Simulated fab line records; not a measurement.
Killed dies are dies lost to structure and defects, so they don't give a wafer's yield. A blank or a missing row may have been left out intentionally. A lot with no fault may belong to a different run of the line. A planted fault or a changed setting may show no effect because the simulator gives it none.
Which tool is to blame? + flow n5_finfet + 24 lots with 72 wafers sampled at 6 steps, on a route of 1938 steps

WHAT EACH GAUGE READ, for each wafer
The record lacks any reading of a measuring or inspecting step that a usual standard deviation could be used to judge.

EACH LOT AND THE TOOL THAT RAN IT (in order: tool; ch and the chambers of the sampled wafers; start)
| lot  | N5_BEOL_M3_SPUTTER_88        | N5_BEOL_M3_PRE_CLEAN_60          | N5_BEOL_M4_ETCH_70                 | N5_BEOL_M4_PRE_CLEAN_45      | N5_BEOL_M4_SURFACE_TREAT_85  | N5_BEOL_M4_ANNEAL_80         |
|------|------------------------------|----------------------------------|------------------------------------|------------------------------|------------------------------|------------------------------|
| L074 | pvd_sputter-02, day 7 03:11  | cvd_co-02 ch 1,2, day 7 05:19    | rie_diel-06 ch 0,2, day 7 10:50    | pvd_sputter-01, day 7 11:39  | pvd_sputter-01, day 7 12:04  | pvd_sputter-01, day 7 12:37  |
| L076 | pvd_sputter-02, day 7 13:38  | cvd_co-02 ch 1,2, day 7 15:22    | rie_diel-03 ch 0,1,3, day 7 19:28  | pvd_sputter-02, day 7 20:04  | pvd_sputter-02, day 7 20:21  | pvd_sputter-01, day 7 21:27  |
| L075 | pvd_sputter-02, day 7 15:47  | cvd_co-01 ch 0,2, day 7 17:38    | rie_diel-03 ch 0,1, day 7 22:26    | pvd_sputter-03, day 7 23:18  | pvd_sputter-03, day 7 23:40  | pvd_sputter-03, day 8 00:23  |
| L077 | pvd_sputter-03, day 8 14:57  | cvd_co-02 ch 0,1,2, day 8 16:39  | rie_diel-03 ch 2,3, day 8 20:17    | pvd_sputter-01, day 8 20:53  | pvd_sputter-01, day 8 21:22  | pvd_sputter-03, day 8 21:54  |
| L079 | pvd_sputter-01, day 8 18:59  | cvd_co-01 ch 1,2, day 8 20:44    | rie_diel-03 ch 0,1, day 8 23:26    | pvd_sputter-02, day 9 00:28  | pvd_sputter-01, day 9 00:48  | pvd_sputter-02, day 9 01:24  |
| L078 | pvd_sputter-03, day 8 19:26  | cvd_co-02 ch 1,2, day 8 21:14    | rie_diel-06 ch 0,3, day 9 02:24    | pvd_sputter-02, day 9 03:31  | pvd_sputter-01, day 9 03:52  | pvd_sputter-01, day 9 04:30  |
| L080 | pvd_sputter-02, day 8 22:36  | cvd_co-01 ch 0,1, day 9 00:19    | rie_diel-06 ch 0,1,2, day 9 05:47  | pvd_sputter-03, day 9 06:32  | pvd_sputter-03, day 9 07:02  | pvd_sputter-01, day 9 09:11  |
| L081 | pvd_sputter-03, day 9 01:06  | cvd_co-02 ch 0,1, day 9 02:48    | rie_diel-03 ch 0,2,3, day 9 05:34  | pvd_sputter-02, day 9 06:24  | pvd_sputter-02, day 9 06:43  | pvd_sputter-01, day 9 07:16  |
| L082 | pvd_sputter-01, day 9 01:53  | cvd_co-02 ch 0,2, day 9 03:35    | rie_diel-03 ch 1,2,3, day 9 06:02  | pvd_sputter-03, day 9 06:38  | pvd_sputter-02, day 9 07:18  | pvd_sputter-02, day 9 09:29  |
| L083 | pvd_sputter-03, day 9 04:59  | cvd_co-01 ch 0,2, day 9 06:41    | rie_diel-06 ch 0,1,3, day 9 18:16  | pvd_sputter-02, day 9 19:10  | pvd_sputter-03, day 9 21:23  | pvd_sputter-03, day 9 22:01  |
| L084 | pvd_sputter-02, day 9 08:13  | cvd_co-02 ch 0,1,2, day 9 10:23  | rie_diel-06 ch 0,1,3, day 10 01:02 | pvd_sputter-03, day 10 01:38 | pvd_sputter-03, day 10 02:22 | pvd_sputter-03, day 10 02:56 |
| L085 | pvd_sputter-02, day 10 04:10 | cvd_co-02 ch 0,1,2, day 10 06:08 | rie_diel-06 ch 1,2,3, day 10 10:41 | pvd_sputter-03, day 10 11:38 | pvd_sputter-03, day 10 12:12 | pvd_sputter-02, day 10 12:59 |
| L086 | pvd_sputter-01, day 10 14:56 | cvd_co-01 ch 0,1, day 10 16:46   | rie_diel-05 ch 0,1,2, day 10 21:31 | pvd_sputter-03, day 10 22:46 | pvd_sputter-01, day 10 23:04 | pvd_sputter-03, day 10 23:35 |
| L087 | pvd_sputter-03, day 10 17:55 | cvd_co-01 ch 1,2, day 10 19:37   | rie_diel-03 ch 1,2,3, day 11 02:53 | pvd_sputter-02, day 11 03:41 | pvd_sputter-01, day 11 04:01 | pvd_sputter-01, day 11 04:34 |
| L088 | pvd_sputter-01, day 10 17:55 | cvd_co-02 ch 0,1, day 10 19:38   | rie_diel-06 ch 1,2,3, day 10 23:28 | pvd_sputter-01, day 11 01:09 | pvd_sputter-03, day 11 01:26 | pvd_sputter-01, day 11 02:03 |
| L089 | pvd_sputter-02, day 11 04:44 | cvd_co-01 ch 1,2, day 11 06:26   | rie_diel-03 ch 0,2,3, day 11 17:29 | pvd_sputter-03, day 11 18:13 | pvd_sputter-03, day 11 18:49 | pvd_sputter-02, day 11 19:22 |
| L090 | pvd_sputter-03, day 11 05:20 | cvd_co-02 ch 0,1,2, day 11 07:13 | rie_diel-03 ch 0,1,2, day 11 17:57 | pvd_sputter-03, day 11 18:33 | pvd_sputter-02, day 11 18:59 | pvd_sputter-03, day 11 19:57 |
| L091 | pvd_sputter-02, day 11 06:39 | cvd_co-02 ch 1,2, day 11 08:22   | rie_diel-03 ch 1,2,3, day 11 19:38 | pvd_sputter-01, day 11 20:41 | pvd_sputter-02, day 11 20:59 | pvd_sputter-02, day 11 21:31 |
| L092 | pvd_sputter-02, day 11 16:32 | cvd_co-01 ch 0,1, day 11 18:16   | rie_diel-05 ch 0,2,3, day 11 22:59 | pvd_sputter-02, day 11 23:38 | pvd_sputter-02, day 11 23:55 | pvd_sputter-02, day 12 00:44 |
| L093 | pvd_sputter-03, day 11 22:46 | cvd_co-02 ch 1,2, day 12 00:29   | rie_diel-05 ch 0,1,2, day 12 05:04 | pvd_sputter-02, day 12 05:59 | pvd_sputter-03, day 12 06:17 | pvd_sputter-03, day 12 07:02 |
| L094 | pvd_sputter-02, day 12 07:40 | cvd_co-01 ch 0,1,2, day 12 09:32 | rie_diel-06 ch 1,2, day 12 13:49   | pvd_sputter-01, day 12 14:46 | pvd_sputter-03, day 12 15:34 | pvd_sputter-03, day 12 16:19 |
| L095 | pvd_sputter-01, day 12 15:52 | cvd_co-02 ch 0,1,2, day 12 17:40 | rie_diel-03 ch 0,1, day 12 22:10   | pvd_sputter-03, day 12 22:52 | pvd_sputter-02, day 12 23:12 | pvd_sputter-01, day 12 23:43 |
| L096 | pvd_sputter-01, day 12 21:07 | cvd_co-02 ch 0,2, day 12 23:05   | rie_diel-06 ch 0,2, day 13 14:47   | pvd_sputter-03, day 13 15:25 | pvd_sputter-03, day 13 15:44 | pvd_sputter-01, day 13 16:19 |
| L097 | pvd_sputter-03, day 13 00:53 | cvd_co-02 ch 0,1,2, day 13 02:37 | rie_diel-06 ch 0,1,2, day 13 18:07 | pvd_sputter-03, day 13 19:11 | pvd_sputter-03, day 13 19:31 | pvd_sputter-02, day 13 20:03 |
- N5_BEOL_M3_SPUTTER_88: material Cu, target thk 4.5 nm, time 8.29 s.
- N5_BEOL_M3_PRE_CLEAN_60: time 15 s.
- N5_BEOL_M4_ETCH_70: etches SOC in N2/H2, target depth 80 nm, overetch 24 nm, time 130 s.
- N5_BEOL_M4_PRE_CLEAN_45: time 30 s.
- N5_BEOL_M4_SURFACE_TREAT_85
- N5_BEOL_M4_ANNEAL_80: time 240 s.

AS READ BY THE TOOLS THEMSELVES (means over the sampled wafers that have a number; for cases with no such wafer, the mark the record gives instead)
N5_BEOL_M3_SPUTTER_88. Usual: chuck_gas_flow_sccm 1.26 sccm, standard deviation 0.054; throttle_valve_pct 30.3 %, standard deviation 1.1.
| lot  | tool           | chuck_gas_flow_sccm (sccm) | throttle_valve_pct (%) | flag |
|------|----------------|----------------------------|------------------------|------|
| L074 | pvd_sputter-02 | 1.24                       | 30.7                   |      |
| L076 | pvd_sputter-02 | 1.25                       | 30.3                   |      |
| L075 | pvd_sputter-02 | 1.28                       | 30.5                   |      |
| L077 | pvd_sputter-03 | 1.25                       | 29.7                   |      |
| L079 | pvd_sputter-01 | 1.27                       | 30.5                   |      |
| L078 | pvd_sputter-03 | 1.25                       | 30.0                   |      |
| L080 | pvd_sputter-02 | 1.32                       | 30.1                   |      |
| L081 | pvd_sputter-03 | 1.26                       | 29.2                   |      |
| L082 | pvd_sputter-01 | 1.24                       | 31.2                   |      |
| L083 | pvd_sputter-03 | 1.24                       | 29.4                   |      |
| L084 | pvd_sputter-02 | 1.22                       | 30.5                   |      |
| L085 | pvd_sputter-02 | 1.24                       | 30.1                   |      |
| L086 | pvd_sputter-01 | 1.26                       | 31.1                   |      |
| L087 | pvd_sputter-03 | 1.27                       | 30.4                   |      |
| L088 | pvd_sputter-01 | 1.27                       | 30.0                   |      |
| L089 | pvd_sputter-02 | 1.27                       | 31.2                   |      |
| L090 | pvd_sputter-03 | 1.29                       | 30.1                   |      |
| L091 | pvd_sputter-02 | 1.26                       | 30.7                   |      |
| L092 | pvd_sputter-02 | 1.20                       | 30.3                   |      |
| L093 | pvd_sputter-03 | 1.25                       | 30.1                   |      |
| L094 | pvd_sputter-02 | 1.28                       | 29.3                   |      |
| L095 | pvd_sputter-01 | 1.27                       | 30.2                   |      |
| L096 | pvd_sputter-01 | 1.25                       | 30.4                   |      |
| L097 | pvd_sputter-03 | 1.25                       | 30.6                   |      |

N5_BEOL_M3_PRE_CLEAN_60. Usual: heater_power_w 82 W, standard deviation 7.6; rf_fwd_power_W 296.8 W, standard deviation 1.4.
| lot  | tool      | heater_power_w (W) | rf_fwd_power_W (W) | flag |
|------|-----------|--------------------|--------------------|------|
| L074 | cvd_co-02 | 79                 | 295.4              |      |
| L076 | cvd_co-02 | 84                 | 296.5              |      |
| L075 | cvd_co-01 | 77                 | 296.2              |      |
| L077 | cvd_co-02 | 83                 | 296.9              |      |
| L079 | cvd_co-01 | 75                 | 297.4              |      |
| L078 | cvd_co-02 | 85                 | 295.7              |      |
| L080 | cvd_co-01 | 82                 | 296.8              |      |
| L081 | cvd_co-02 | 79                 | 297.0              |      |
| L082 | cvd_co-02 | 88                 | 296.0              |      |
| L083 | cvd_co-01 | 84                 | 297.0              |      |
| L084 | cvd_co-02 | 83                 | 296.4              |      |
| L085 | cvd_co-02 | 84                 | 295.3              |      |
| L086 | cvd_co-01 | 82                 | 296.8              |      |
| L087 | cvd_co-01 | 74                 | 297.8              |      |
| L088 | cvd_co-02 | 79                 | 297.5              |      |
| L089 | cvd_co-01 | 74                 | 297.2              |      |
| L090 | cvd_co-02 | 83                 | 297.6              |      |
| L091 | cvd_co-02 | 85                 | 295.4              |      |
| L092 | cvd_co-01 | 83                 | 295.8              |      |
| L093 | cvd_co-02 | 81                 | 296.5              |      |
| L094 | cvd_co-01 | 80                 | 297.3              |      |
| L095 | cvd_co-02 | 83                 | 297.2              |      |
| L096 | cvd_co-02 | 88                 | 294.8              |      |
| L097 | cvd_co-02 | 84                 | 296.9              |      |

N5_BEOL_M4_ETCH_70. Usual: drypump_motor_current_A 5.7 A, standard deviation 0.43; oes_product_au 0.58 a.u., standard deviation 0.065; rf_fwd_power_W 835.7 W, standard deviation 2.6; rf_vpp_V 523.2 V, standard deviation 2.8; showerhead_plenum_p_Torr 2.52 Torr, standard deviation 0.095; throttle_valve_pct 17.74 %, standard deviation 0.19.
| lot  | tool        | drypump_motor_current_A (A) | oes_product_au (a.u.) | rf_fwd_power_W (W) | rf_vpp_V (V) | showerhead_plenum_p_Torr (Torr) | throttle_valve_pct (%) | flag |
|------|-------------|-----------------------------|-----------------------|--------------------|--------------|---------------------------------|------------------------|------|
| L074 | rie_diel-06 | 5.5                         | 0.51                  | 835.4              | 521.0        | 2.47                            | 17.91                  |      |
| L076 | rie_diel-03 | 5.7                         | 0.66                  | 835.6              | 523.3        | 2.51                            | 17.72                  |      |
| L075 | rie_diel-03 | 5.6                         | 0.68                  | 835.9              | 524.4        | 2.56                            | 17.77                  |      |
| L077 | rie_diel-03 | 6.0                         | 0.57                  | 835.5              | 521.2        | 2.45                            | 17.88                  |      |
| L079 | rie_diel-03 | 5.6                         | 0.66                  | 836.7              | 523.5        | 2.55                            | 17.79                  |      |
| L078 | rie_diel-06 | 5.5                         | 0.52                  | 836.3              | 524.0        | 2.54                            | 17.94                  |      |
| L080 | rie_diel-06 | 5.3                         | 0.59                  | 836.3              | 525.4        | 2.62                            | 17.65                  |      |
| L081 | rie_diel-03 | 6.0                         | 0.59                  | 836.1              | 521.1        | 2.46                            | 17.80                  |      |
| L082 | rie_diel-03 | 5.7                         | 0.62                  | 836.1              | 522.7        | 2.51                            | 17.85                  |      |
| L083 | rie_diel-06 | 5.6                         | 0.53                  | 833.3              | 523.1        | 2.51                            | 17.73                  |      |
| L084 | rie_diel-06 | 5.6                         | 0.53                  | 834.5              | 523.6        | 2.51                            | 17.74                  |      |
| L085 | rie_diel-06 | 5.8                         | 0.58                  | 835.7              | 524.5        | 2.55                            | 17.56                  |      |
| L086 | rie_diel-05 | 5.5                         | 0.53                  | 839.1              | 524.4        | 2.55                            | 17.76                  |      |
| L087 | rie_diel-03 | 5.7                         | 0.61                  | 834.4              | 522.2        | 2.50                            | 17.88                  |      |
| L088 | rie_diel-06 | 5.8                         | 0.58                  | 836.7              | 523.4        | 2.55                            | 17.57                  |      |
| L089 | rie_diel-03 | 6.0                         | 0.57                  | 836.8              | 520.9        | 2.45                            | 17.83                  |      |
| L090 | rie_diel-03 | 5.9                         | 0.59                  | 834.6              | 523.1        | 2.49                            | 17.87                  |      |
| L091 | rie_diel-03 | 5.7                         | 0.59                  | 838.2              | 522.1        | 2.50                            | 17.88                  |      |
| L092 | rie_diel-05 | 5.5                         | 0.55                  | 836.3              | 524.8        | 2.53                            | 17.75                  |      |
| L093 | rie_diel-05 | 5.5                         | 0.52                  | 836.8              | 524.5        | 2.54                            | 17.79                  |      |
| L094 | rie_diel-06 | 5.5                         | 0.58                  | 836.0              | 524.4        | 2.58                            | 17.49                  |      |
| L095 | rie_diel-03 | 5.6                         | 0.61                  | 834.4              | 523.3        | 2.54                            | 17.85                  |      |
| L096 | rie_diel-06 | 5.5                         | 0.65                  | 834.5              | 527.7        | 2.66                            | 17.59                  |      |
| L097 | rie_diel-06 | 5.3                         | 0.62                  | 834.3              | 526.0        | 2.60                            | 17.55                  |      |

N5_BEOL_M4_PRE_CLEAN_45. Usual: heater_power_w at 357 W, with a standard deviation of 52.
| lot  | tool           | heater_power_w (W) | flag |
|------|----------------|--------------------|------|
| L074 | pvd_sputter-01 | 371                |      |
| L076 | pvd_sputter-02 | 359                |      |
| L075 | pvd_sputter-03 | 349                |      |
| L077 | pvd_sputter-01 | 397                |      |
| L079 | pvd_sputter-02 | 366                |      |
| L078 | pvd_sputter-02 | 371                |      |
| L080 | pvd_sputter-03 | 306                |      |
| L081 | pvd_sputter-02 | 416                |      |
| L082 | pvd_sputter-03 | 329                |      |
| L083 | pvd_sputter-02 | 345                |      |
| L084 | pvd_sputter-03 | 347                |      |
| L085 | pvd_sputter-03 | 321                |      |
| L086 | pvd_sputter-03 | 365                |      |
| L087 | pvd_sputter-02 | 372                |      |
| L088 | pvd_sputter-01 | 375                |      |
| L089 | pvd_sputter-03 | 319                |      |
| L090 | pvd_sputter-03 | 358                |      |
| L091 | pvd_sputter-01 | 392                |      |
| L092 | pvd_sputter-02 | 381                |      |
| L093 | pvd_sputter-02 | 340                |      |
| L094 | pvd_sputter-01 | 418                |      |
| L095 | pvd_sputter-03 | 333                |      |
| L096 | pvd_sputter-03 | 359                |      |
| L097 | pvd_sputter-03 | 360                |      |

N5_BEOL_M4_ANNEAL_80. Usual: heater_power_w at 913 W, with a standard deviation of 120.
| lot  | tool           | heater_power_w (W) | flag |
|------|----------------|--------------------|------|
| L074 | pvd_sputter-01 | 1055               |      |
| L076 | pvd_sputter-01 | 916                |      |
| L075 | pvd_sputter-03 | 858                |      |
| L077 | pvd_sputter-03 | 726                |      |
| L079 | pvd_sputter-02 | 818                |      |
| L078 | pvd_sputter-01 | 910                |      |
| L080 | pvd_sputter-01 | 911                |      |
| L081 | pvd_sputter-01 | 975                |      |
| L082 | pvd_sputter-02 | 958                |      |
| L083 | pvd_sputter-03 | 902                |      |
| L084 | pvd_sputter-03 | 898                |      |
| L085 | pvd_sputter-02 | 965                |      |
| L086 | pvd_sputter-03 | 809                |      |
| L087 | pvd_sputter-01 | 957                |      |
| L088 | pvd_sputter-01 | 1013               |      |
| L089 | pvd_sputter-02 | 901                |      |
| L090 | pvd_sputter-03 | 904                |      |
| L091 | pvd_sputter-02 | 905                |      |
| L092 | pvd_sputter-02 | 938                |      |
| L093 | pvd_sputter-03 | 883                |      |
| L094 | pvd_sputter-03 | 901                |      |
| L095 | pvd_sputter-01 | 923                |      |
| L096 | pvd_sputter-01 | 992                |      |
| L097 | pvd_sputter-02 | 995                |      |

THE ANSWER, worked out from the rows above alone
Rule: a lot is off if the mean of its wafers that have a number lies more than 3 standard deviations from the usual mean. Also off: a lot with no number at a reading for which 4 or more lots have one. Where the step has rows for the other lots, those lots are counted as sound. After the gauges, taken in route order, come the tools' own readings; for these a lot's mean is taken, as printed above. At the first step where some lot is off, the reading lying furthest off is the one used; lots without a number count as furthest.
Nothing can be told from this: no lot is off at any reading shown.

WHAT THE SIMULATOR PUT IN
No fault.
